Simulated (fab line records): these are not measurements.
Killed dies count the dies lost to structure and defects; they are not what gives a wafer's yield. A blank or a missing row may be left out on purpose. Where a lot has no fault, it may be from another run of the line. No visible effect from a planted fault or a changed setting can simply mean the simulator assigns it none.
8D (eight disciplines) problem report, filled in by code / flow nand harc / the parts of the form that need people (team, actions taken, sign-off) are left out

== 1. WHAT WENT WRONG ==
Wafers free of any fault read 0.896 (standard deviation 0.0079) for VT_DECK2_TOP_INNER at NHARC_END_WLT_00, against a mean of 1.106 on 6 wafers of 2 lots. That puts it +27 standard deviations away from the usual mean.
First seen on wafer L408.1, day 30 11:55, on prober-02. At this step, 30 wafers from 10 lots have a number in the record. Rule for "out" (also "out of limits"): further than 4 standard deviations from the usual mean. All remaining wafers that have a number are taken as sound.

== 2. WHAT IT IS, WHAT IT ISN'T ==
question=which readings at this step | is=VT_DECK2_TOP_INNER, VT_DECK2_BOTTOM, VT_DECK2_BOTTOM_INNER, VT_DECK2_MEDIAN_NEAR_BOTTOM, VT_DECK2_MEDIAN_NEAR_BOTTOM_INNER, VT_DECK2_MIDDLE, VT_DECK2_MIDDLE_INNER, VT_DECK2_TOP | is not=VT_DECK1_BOTTOM, VT_DECK1_MEDIAN_NEAR_BOTTOM, VT_DECK1_MIDDLE, VT_DECK1_MIDDLE_INNER, VT_DECK1_TOP, VT_DECK1_TOP_INNER
question=which lots | is=L407, L408 | is not=L398, L400, L410, L411, L412, L413, L415, L416
question=which wafers of those lots | is=all that have a number | is not=-
question=read on which gauges | is=prober-01, prober-02 | is not=-
question=when | is=from day 30 11:55 | is not=up to then (6 sound wafers); but 18 sound wafers of L410, L411, L412, L413, L415, L416 came after

== 3. THE SUSPECTS, EACH WITH WHAT RULES IT OUT ==
Counting: a tool at any process step up to the reading remains a suspect when it ran all the lots that are out and ran no sound lot after the first of those.
- the gauge at NHARC_END_WLT_00: ruled out. Those wafers that are out were read across 2 gauges (prober-01, prober-02).
- ald sin batch-02 at NHARC_A_CHANNEL_FILL_D2_ALD_15 (deposits SiNx, target thk 2 nm, pulse time 60 s, ald cycles 19): ruled out as a lasting fault. The sound lots L412, L413 went through it after L408, its earliest lot that is out (day 20 15:51). NHARC_A_CHANNEL_FILL_D2_ALD_15: start missing for some lots; hours and lot order therefore follow NHARC_A_CHANNEL_FILL_D2_ETCHBACK_19.
- lpcvd poly-03 at NHARC_A_CHANNEL_FILL_D2_CVD_05 (deposits poly-Si, target thk 5 nm): ruled out as a lasting fault. The sound lots L415, L416 went through it after L407, its earliest lot that is out (day 20 18:31).
Left after counting: nothing in the record.

== 4. THE CAUSE (what the simulator had put in) ==
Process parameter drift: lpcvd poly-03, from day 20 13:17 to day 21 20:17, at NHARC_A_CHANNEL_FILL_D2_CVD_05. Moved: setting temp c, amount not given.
It was ruled out by counting, in error; the rule expects a fault to strike all lots run on its tool from its start on, and this fault did not.

== 5. SEQUENCE OF EFFECTS, ordered by route ==
Each row: a reading where the mean over the struck wafers with a number is more than 3 standard deviations away from the usual. Readings are gone through only where the record gives a usual standard deviation; hours: the median, over the lots, of the time from a lot's start at the first step in this table giving one to that lot's start at this step; sigmas: the change measured in usual standard deviations.
hours=0; step=NHARC_A_CHANNEL_FILL_D2_CVD_05; reading=spike tc bottom C; usual=573.4 C; on struck wafers=598.0; change=+24.6; sigmas=+14
hours=0; step=NHARC_A_CHANNEL_FILL_D2_CVD_05; reading=spike tc centre C; usual=550.9 C; on struck wafers=578.0; change=+27.1; sigmas=+23
hours=0; step=NHARC_A_CHANNEL_FILL_D2_CVD_05; reading=spike tc lower C; usual=550.5 C; on struck wafers=578.1; change=+27.6; sigmas=+20
hours=0; step=NHARC_A_CHANNEL_FILL_D2_CVD_05; reading=spike tc top C; usual=571.3 C; on struck wafers=598.0; change=+26.7; sigmas=+18
hours=0; step=NHARC_A_CHANNEL_FILL_D2_CVD_05; reading=spike tc upper C; usual=549.7 C; on struck wafers=578.4; change=+28.7; sigmas=+26
hours=0; step=NHARC_A_CHANNEL_FILL_D2_CVD_05; reading=tube center temp C; usual=549.99 C; on struck wafers=577.96; change=+27.97; sigmas=+99 or more
hours=235; step=NHARC_END_WLT_00; reading=VT_DECK2_BOTTOM; usual=0.872; on struck wafers=1.050; change=+0.178; sigmas=+22
hours=235; step=NHARC_END_WLT_00; reading=VT_DECK2_BOTTOM_INNER; usual=0.871; on struck wafers=1.052; change=+0.181; sigmas=+23
hours=235; step=NHARC_END_WLT_00; reading=VT_DECK2_MEDIAN_NEAR_BOTTOM; usual=0.872; on struck wafers=1.050; change=+0.178; sigmas=+20
hours=235; step=NHARC_END_WLT_00; reading=VT_DECK2_MEDIAN_NEAR_BOTTOM_INNER; usual=0.872; on struck wafers=1.055; change=+0.183; sigmas=+21
hours=235; step=NHARC_END_WLT_00; reading=VT_DECK2_MIDDLE; usual=0.885; on struck wafers=1.079; change=+0.194; sigmas=+23
hours=235; step=NHARC_END_WLT_00; reading=VT_DECK2_MIDDLE_INNER; usual=0.884; on struck wafers=1.081; change=+0.197; sigmas=+25
hours=235; step=NHARC_END_WLT_00; reading=VT_DECK2_TOP; usual=0.896; on struck wafers=1.105; change=+0.209; sigmas=+26
hours=235; step=NHARC_END_WLT_00; reading=VT_DECK2_TOP_INNER; usual=0.896; on struck wafers=1.106; change=+0.210; sigmas=+27
Its process steps:
- NHARC_A_CHANNEL_FILL_D2_CVD_05: deposits poly-Si, target thk 5 nm.

== 6. WHAT WOULD HAVE CAUGHT IT SOONER ==
In this record the first reading out of limits at a measuring or inspecting step was taken at day 30 11:55, 239 hours after the fault began at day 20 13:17.
The tool's own readings at NHARC_A_CHANNEL_FILL_D2_CVD_05 were out on every struck wafer that the step has a row for (spike tc bottom C, spike tc centre C, spike tc lower C, spike tc top C, spike tc upper C, tube center temp C): an alarm limit on them would have fired on the first of those.
